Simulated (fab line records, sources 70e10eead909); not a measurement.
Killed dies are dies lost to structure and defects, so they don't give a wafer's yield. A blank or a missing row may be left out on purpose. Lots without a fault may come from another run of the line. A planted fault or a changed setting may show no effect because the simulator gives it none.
Chamber matching | flow nand_harc | NHARC_P_CONTACT_CMP_01 on cmp-01: 4 sister chambers
The step polishes SiO2, target thk 200 nm. 16 wafers are shown with their chamber, then 8 later ones without.

WAFERS WITH THEIR CHAMBER
wafer  | chamber | motor_current_A (A) | slurry_flow_ml_min
L076.1 | 0       | 12.1                | 149.8
L076.2 | 1       | 11.7                | 149.9
L076.5 | 1       | 11.6                | 149.8
L079.1 | 3       | 12.1                | 150.6
L079.3 | 0       | 12.4                | 149.3
L079.5 | 1       | 12.3                | 150.4
L081.1 | 1       | 11.7                | 150.3
L081.3 | 0       | 12.6                | 149.7
L081.5 | 2       | 11.0                | 149.5
L090.1 | 2       | 11.2                | 150.4
L090.2 | 1       | 12.1                | 150.6
L090.6 | 3       | 12.4                | 150.7
L092.2 | 0       | 12.4                | 149.6
L092.3 | 1       | 12.0                | 150.4
L092.4 | 3       | 11.6                | 150.0
L094.2 | 0       | 12.3                | 150.0

SIGNATURES (means of the wafers above)
reading            | chamber 0 | chamber 1 | chamber 2 | chamber 3 | scatter within a chamber
motor_current_A    | 12.360    | 11.900    | 11.100    | 12.033    | 0.267
slurry_flow_ml_min | 149.680   | 150.233   | 149.950   | 150.433   | 0.348
Rule: a wafer's distance from a chamber is the root of the sum, over the readings, of the square of ((its reading less the chamber's mean) divided by the reading's scatter). The wafer belongs to the nearest chamber; if the next one is less than 2 further off, it can't be placed. The scatter: the root of (the sum of the squares of (reading less its chamber's mean) over the shown wafers, divided by (wafers less chambers)).

WAFERS WITHOUT THEIR CHAMBER
wafer  | motor_current_A (A) | slurry_flow_ml_min
L094.4 | 11.2                | 149.8
L094.5 | 12.1                | 149.8
L095.1 | 12.9                | 149.3
L095.3 | 11.8                | 149.3
L095.6 | 11.1                | 149.8
L096.1 | 11.8                | 149.5
L096.2 | 12.2                | 149.6
L096.3 | 10.7                | 149.3

WHICH CHAMBER EACH WENT THROUGH
wafer  | from the rows above               | in truth
L094.4 | 2                                 | 2
L094.5 | can't be placed: 0 or 1 or 3      | 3
L095.1 | 0                                 | 0
L095.3 | can't be placed: 0 or 1 or 2 or 3 | 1
L095.6 | 2                                 | 2
L096.1 | can't be placed: 1 or 0 or 3 or 2 | 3
L096.2 | can't be placed: 0 or 1 or 3      | 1
L096.3 | 2                                 | 2
Placed correctly: 4 of 8. Can't be placed from these rows: 4 (the true chamber is among the candidates in 4). Placed wrongly: 0.
